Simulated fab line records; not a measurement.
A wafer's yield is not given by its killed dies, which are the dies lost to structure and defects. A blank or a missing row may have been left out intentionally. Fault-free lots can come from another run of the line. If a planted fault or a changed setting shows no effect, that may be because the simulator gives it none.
fab line records -- flow nand_harc
record: lots: 14, wafers: 42, last_day: 33
route steps=1302 shown P_BONDPAD@385 A_ONON_D1@428
lots that met no fault: from a run of the same line without faults
start_h: hours from the record's opening day to when the first of the lot's shown wafers began -- wait_h: time in hours since the lot's previous step -- " repeats the value in the row above -- L1.1+2: one row covering several wafers at once -- - no value, or no start given -- * or withheld: withheld -- < > ~ a bound
route shown NAME@n: names a module that has steps shown in the file, with the first one's number in the route -- usual: mean/standard deviation taken from wafers without a fault -- same: alike in all rows -- chamber/n: place in a boat -- sites: the reading at each site -- _std_site: the values' standard deviation -- _edge_site: inner sites' mean taken away from outer sites' mean -- radius_mm: for every site, how far away it sits from the centre of the wafer -- mask NAME#n: copy n -- behind: tool/chamber where the wafer was last shaped -- hold: what put the lot on hold/how long, in hours/how the hold closed -- device: transistor that didn't switch, given as n, p or np -- end of line: the route-end tests of the same wafers -- a step given without rows: its recipe and nothing more -- killed: dies that structure and defects cost at the first sort, which is not the same as the wafer's yield -- map: a wafer's dies, x killed, . not, _ none there
set.NAME: setting as actually run; set.NAME@STEP: the setting as run at that earlier step -- model.NAME: the simulator's own value behind a step, which no gauge read
one table for each step of the route and one row for each wafer, over a sample of lots
services: from which hour (start_h, from the record's first day; less than 0 if before it) a tool's chamber was out of use, for how many hours, and why
== steps ==
step: NHARC_P_BONDPAD_INSPECT_23
usual: raw_defect_count: 321/110
lot.wafer,tool,chamber,start_h,wait_h,raw_defect_count
L245.2,defect_inspect-01,-,141.56,0.0,324
L245.4,defect_inspect-01,-,141.56,0.0,245
L245.5,defect_inspect-01,-,141.56,0.0,178
L246.2,defect_inspect-02,-,159.63,0.0,178
L246.5,defect_inspect-02,-,159.63,0.0,219
L246.6,defect_inspect-02,-,159.63,0.0,249
L247.3,defect_inspect-01,-,163.29,0.0,628
L247.4,defect_inspect-01,-,163.29,0.0,392
L247.5,defect_inspect-01,-,163.29,0.0,574
L249.2,defect_inspect-02,-,182.36,0.0,542
L249.3,defect_inspect-02,-,182.36,0.0,531
L249.5,defect_inspect-02,-,182.36,0.0,297
L250.3,defect_inspect-02,-,200.10,0.0,278
L250.5,defect_inspect-02,-,200.10,0.0,471
L250.6,defect_inspect-02,-,200.10,0.0,236
L251.1,defect_inspect-02,-,208.26,0.0,237
L251.3,defect_inspect-02,-,208.26,0.0,412
L251.5,defect_inspect-02,-,208.26,0.0,468
L252.4,defect_inspect-02,-,222.10,0.0,219
L252.5,defect_inspect-02,-,222.10,0.0,365
L252.6,defect_inspect-02,-,222.10,0.0,395
L253.2,defect_inspect-01,-,231.52,0.0,420
L253.5,defect_inspect-01,-,231.52,0.0,296
L253.6,defect_inspect-01,-,231.52,0.0,264
L255.3,defect_inspect-01,-,244.65,0.0,388
L255.4,defect_inspect-01,-,244.65,0.0,381
L255.5,defect_inspect-01,-,244.65,0.0,346
L254.4,defect_inspect-02,-,244.85,0.0,331
L254.5,defect_inspect-02,-,244.85,0.0,273
L254.6,defect_inspect-02,-,244.85,0.0,267
L256.2,defect_inspect-02,-,257.89,0.0,375
L256.5,defect_inspect-02,-,257.89,0.0,443
L256.6,defect_inspect-02,-,257.89,0.0,379
L257.2,defect_inspect-01,-,267.74,0.0,293
L257.3,defect_inspect-01,-,267.74,0.0,243
L257.4,defect_inspect-01,-,267.74,0.0,328
L264.2,defect_inspect-02,-,338.57,0.0,249
L264.4,defect_inspect-02,-,338.57,0.0,194
L264.5,defect_inspect-02,-,338.57,0.0,228
L265.1,defect_inspect-02,-,347.40,0.0,268
L265.2,defect_inspect-02,-,347.40,0.0,349
L265.4,defect_inspect-02,-,347.40,0.0,215
step: NHARC_A_ONON_D1_DEP_06
recipe: target_thk_a: 10000, n2_flow_sccm: 2750, n2o_flow_sccm: 2000, nh3_flow_sccm: 500, sih4_flow_sccm: 210, temp_c: 400
lot.wafer,tool,chamber,start_h,wait_h
L245.2+4+5,pecvd_onon-02,0,165.10,0.1
L246.2+5+6,pecvd_onon-02,0,184.67,0.1
L247.3+4+5,pecvd_onon-01,0,184.73,0.2
L249.2+3+5,pecvd_onon-01,0,206.82,0.1
L250.3+5+6,pecvd_onon-02,0,228.07,0.2
L251.1+3+5,pecvd_onon-02,0,232.60,0.1
L252.4+5+6,pecvd_onon-02,0,249.46,0.2
L253.2+5+6,pecvd_onon-01,0,255.87,0.1
L255.3+4+5,pecvd_onon-04,0,270.52,0.2
L254.4+5+6,pecvd_onon-02,0,270.73,0.2
L256.2+5+6,pecvd_onon-04,0,282.54,0.1
L257.2+3+4,pecvd_onon-01,0,292.75,0.1
L264.2+4+5,pecvd_onon-01,0,362.55,0.1
L265.1+2+4,pecvd_onon-01,0,372.30,0.1
step: NHARC_A_ONON_D1_THK_MEAS_08
recipe: thk_meas_gauge: ellipsometry
usual: thk_nm: 998/11
lot.wafer,tool,chamber,start_h,wait_h,thk_nm
L245.2,film_metro-02,-,165.56,-,981
L245.4,film_metro-02,-,165.56,-,982
L245.5,film_metro-02,-,165.56,-,981
L246.2,film_metro-01,-,185.12,-,997
L246.5,film_metro-01,-,185.12,-,995
L246.6,film_metro-01,-,185.12,-,998
L247.3,film_metro-02,-,185.12,-,990
L247.4,film_metro-02,-,185.12,-,989
L247.5,film_metro-02,-,185.12,-,989
L249.2,film_metro-02,-,207.27,-,991
L249.3,film_metro-02,-,207.27,-,992
L249.5,film_metro-02,-,207.27,-,992
L250.3,film_metro-01,-,228.47,-,993
L250.5,film_metro-01,-,228.47,-,995
L250.6,film_metro-01,-,228.47,-,993
L251.1,film_metro-01,-,233.11,-,1005
L251.3,film_metro-01,-,233.11,-,1004
L251.5,film_metro-01,-,233.11,-,1004
L252.4,film_metro-02,-,249.80,-,1013
L252.5,film_metro-02,-,249.80,-,1016
L252.6,film_metro-02,-,249.80,-,1013
L253.2,film_metro-02,-,256.36,-,988
L253.5,film_metro-02,-,256.36,-,985
L253.6,film_metro-02,-,256.36,-,987
L255.3,film_metro-02,-,270.91,-,992
L255.4,film_metro-02,-,270.91,-,993
L255.5,film_metro-02,-,270.91,-,993
L254.4,film_metro-01,-,271.07,-,1002
L254.5,film_metro-01,-,271.07,-,1003
L254.6,film_metro-01,-,271.07,-,1006
L256.2,film_metro-02,-,282.99,-,1006
L256.5,film_metro-02,-,282.99,-,1007
L256.6,film_metro-02,-,282.99,-,1007
L257.2,film_metro-01,-,293.20,-,995
L257.3,film_metro-01,-,293.20,-,995
L257.4,film_metro-01,-,293.20,-,995
L264.2,film_metro-01,-,363.00,-,924
L264.4,film_metro-01,-,363.00,-,1022
L264.5,film_metro-01,-,363.00,-,1023
L265.1,film_metro-02,-,372.81,-,1024
L265.2,film_metro-02,-,372.81,-,928
L265.4,film_metro-02,-,372.81,-,1024
step: NHARC_A_ONON_D1_DEP_33
recipe: target_thk_a: 2000, temp_c: 400, pressure_torr: 6.5, rf_w: 900, teos_flow_sccm: 161.4, flow_sccm: 2650, target_thk_nm: 200, gas: O2, material: SiO2
usual: heater_power_w: 566/100, rf_fwd_power_W: 898.4/2.7, throttle_valve_pct: 16.1/0.64
lot.wafer,tool,chamber,start_h,wait_h,heater_power_w,rf_fwd_power_W,throttle_valve_pct
L245.2,pecvd-02,1,177.03,0.1,550,896.8,16.7
L245.5,pecvd-02,0,177.03,0.1,586,898.0,15.8
L245.4,pecvd-02,1,177.03,0.1,551,901.1,16.7
L246.2,pecvd-01,1,198.14,0.1,459,895.8,17.1
L246.6,pecvd-01,1,198.14,0.1,456,898.6,17.0
L246.5,pecvd-01,0,198.14,0.1,675,898.6,15.2
L247.3,pecvd-02,0,198.19,0.1,539,898.6,16.0
L247.5,pecvd-02,2,198.19,0.1,682,900.3,17.1
L247.4,pecvd-02,1,198.19,0.1,510,898.3,16.7
L249.2,pecvd-01,0,218.57,0.1,654,901.9,15.1
L249.3,pecvd-01,2,218.57,0.1,594,895.1,15.7
L249.5,pecvd-01,0,218.57,0.1,659,902.6,15.3
L251.3,pecvd-03,0,242.00,0.1,738,903.6,15.8
L251.1,pecvd-03,1,242.00,0.1,641,901.5,15.5
L251.5,pecvd-03,2,242.00,0.1,470,893.6,15.5
L250.3,pecvd-02,2,242.03,0.1,668,896.5,16.6
L250.5,pecvd-02,2,242.03,0.1,691,897.6,16.4
L250.6,pecvd-02,1,242.03,0.1,502,899.3,16.2
L252.5,pecvd-01,0,262.29,0.2,623,901.3,14.9
L252.4,pecvd-01,1,262.29,0.2,339,896.5,17.3
L252.6,pecvd-01,2,262.29,0.2,475,902.5,15.9
L253.2,pecvd-02,1,270.34,0.2,519,900.4,16.4
L253.6,pecvd-02,0,270.34,0.2,532,898.3,15.8
L253.5,pecvd-02,1,270.34,0.2,515,904.1,16.3
L254.6,pecvd-01,0,282.83,0.2,672,904.7,15.3
L254.4,pecvd-01,1,282.83,0.2,396,895.5,17.3
L254.5,pecvd-01,2,282.83,0.2,601,897.0,15.8
L255.3,pecvd-02,1,282.87,0.1,459,898.4,16.3
L255.4,pecvd-02,1,282.87,0.1,475,900.0,16.4
L255.5,pecvd-02,2,282.87,0.1,555,898.5,16.5
L256.2,pecvd-02,2,295.29,0.1,682,896.8,16.5
L256.6,pecvd-02,1,295.29,0.1,529,901.1,16.3
L256.5,pecvd-02,2,295.29,0.1,691,897.5,16.8
L257.3,pecvd-01,1,304.49,0.1,428,897.9,17.4
L257.2,pecvd-01,2,304.49,0.1,504,900.9,15.8
L257.4,pecvd-01,0,304.49,0.1,604,896.3,14.9
L264.2,pecvd-01,1,375.57,0.1,410,899.7,16.8
L264.5,pecvd-01,1,375.57,0.1,288,901.7,17.2
L264.4,pecvd-01,2,375.57,0.1,620,893.6,15.9
L265.2,pecvd-03,0,384.13,0.1,830,899.6,16.1
L265.1,pecvd-03,2,384.13,0.1,579,895.8,15.7
L265.4,pecvd-03,2,384.13,0.1,590,896.3,15.5
== services ==
tool,chamber,start_h,hours,kind
pecvd-01,0,143.21,-,clean
pecvd-01,1,143.21,-,clean
pecvd-01,2,143.21,-,clean
pecvd_onon-02,-,185.00,13.0,pm
pecvd-03,-,185.29,13.0,pm
pecvd-02,-,228.48,13.0,pm
pecvd-02,0,228.48,13.0,vent_cycle
pecvd-02,1,228.48,13.0,vent_cycle
pecvd-02,2,228.48,13.0,vent_cycle
pecvd-02,0,241.48,-,clean
pecvd-02,1,241.48,-,clean
pecvd-02,2,241.48,-,clean
pecvd-03,2,264.84,10.5,repair
pecvd_onon-01,-,269.00,13.0,pm
pecvd_onon-04,-,304.04,0.3,repair
pecvd_onon-04,-,311.10,13.0,pm
pecvd-01,-,311.21,13.0,pm
pecvd-01,0,311.21,13.0,vent_cycle
pecvd-01,1,311.21,13.0,vent_cycle
pecvd-01,2,311.21,13.0,vent_cycle
pecvd-01,0,324.21,-,clean
pecvd-03,-,366.29,13.0,pm
pecvd_onon-02,-,366.31,13.0,pm
pecvd-01,0,380.32,3.5,repair
== key ==
first_sign: step: NHARC_A_ONON_D1_THK_MEAS_08, reading: thk_nm, direction: down, sigmas: 6.4, usual: 998, struck: 926
effect none on later readings
met_at NHARC_A_ONON_D1_DEP_06
struck_lots L264,L265
struck_wafers L264.2,L265.2
later_rows_left_out L264.2,L265.2
sort_left_out L264.2,L265.2
tester_left_out L264,L265
not_acting_at NHARC_P_BONDPAD_INSPECT_23,NHARC_A_ONON_D1_DEP_33
onset_between 292.75 362.55
fault: kind: process_parameter_drift, tool: pecvd_onon-01, chamber: -, onset_h: 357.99, steps: NHARC_A_ONON_D1_DEP_06, channel: target_thk_a, offset: *, shape: step, end_h: 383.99, scope: struck_wafers_only, acts_in: *, stated: *
tester_left_out: of these lots the tester's yield and bins aren't shown, on N5 and GAA mostly nor the transistor test; their killed dies are dies lost to structure and defects alone, not to doping, threshold or leakage, so they don't give the yield
sort_left_out: the simulated sort isn't trusted on such a fault, so these wafers' sort isn't shown, and their yield isn't known
later_rows_left_out: the simulator's readings of these wafers behind a module that went badly wrong aren't trusted and aren't shown, but for the sort
